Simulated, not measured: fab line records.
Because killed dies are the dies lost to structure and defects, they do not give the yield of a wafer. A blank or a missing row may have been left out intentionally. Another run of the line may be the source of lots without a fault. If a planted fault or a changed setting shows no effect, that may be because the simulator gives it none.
Matching of chambers + flow nand-harc + 4 sister chambers for NHARC_A_CHANNEL_FILL_D2_STRIP_28 on rie-diel-06
The step strips in O2, time 20 s. 4 wafers are shown with their chamber, then 12 later ones without.

== WAFERS PAIRED WITH THEIR CHAMBERS ==
| wafer  | chamber | showerhead-plenum-p-Torr (Torr) |
|--------|---------|---------------------------------|
| L090.5 | 1       | 3.75                            |
| L091.1 | 3       | 3.33                            |
| L091.4 | 0       | 3.46                            |
| L091.6 | 2       | 3.35                            |

== WAFERS WHOSE CHAMBER IS MISSING ==
| wafer  | showerhead-plenum-p-Torr (Torr) |
|--------|---------------------------------|
| L093.1 | 3.75                            |
| L093.5 | 3.33                            |
| L093.6 | 3.35                            |
| L094.1 | 3.46                            |
| L094.4 | 3.35                            |
| L094.5 | 3.33                            |
| L095.1 | 3.32                            |
| L095.2 | 3.35                            |
| L095.4 | 3.46                            |
| L096.2 | 3.75                            |
| L096.4 | 3.46                            |
| L096.6 | 3.46                            |

== CHAMBER TAKEN BY EACH ==
| wafer  | from the rows above | in truth |
|--------|---------------------|----------|
| L093.1 | 1                   | 1        |
| L093.5 | 3                   | 3        |
| L093.6 | 2                   | 2        |
| L094.1 | 0                   | 0        |
| L094.4 | 2                   | 2        |
| L094.5 | 3                   | 3        |
| L095.1 | 3                   | 3        |
| L095.2 | 2                   | 2        |
| L095.4 | 0                   | 0        |
| L096.2 | 1                   | 1        |
| L096.4 | 0                   | 0        |
| L096.6 | 0                   | 0        |
Placed correctly: 12 of 12. Left unplaced by these rows: 0. Wrongly placed: 0.
How it was worked out, from the rows above alone: a wafer's distance from a chamber is the root of the sum, over the readings, of the square of ((its reading less the chamber's mean) divided by the reading's scatter). If the next closest chamber is less than 2 further off than the closest, the wafer can't be placed; otherwise it belongs to the closest. For every chamber, the mean is computed from those of its wafers that are shown. The scatter: with one shown wafer a chamber, the root of the mean of the squares of how far each hidden wafer lies from its nearest shown one.
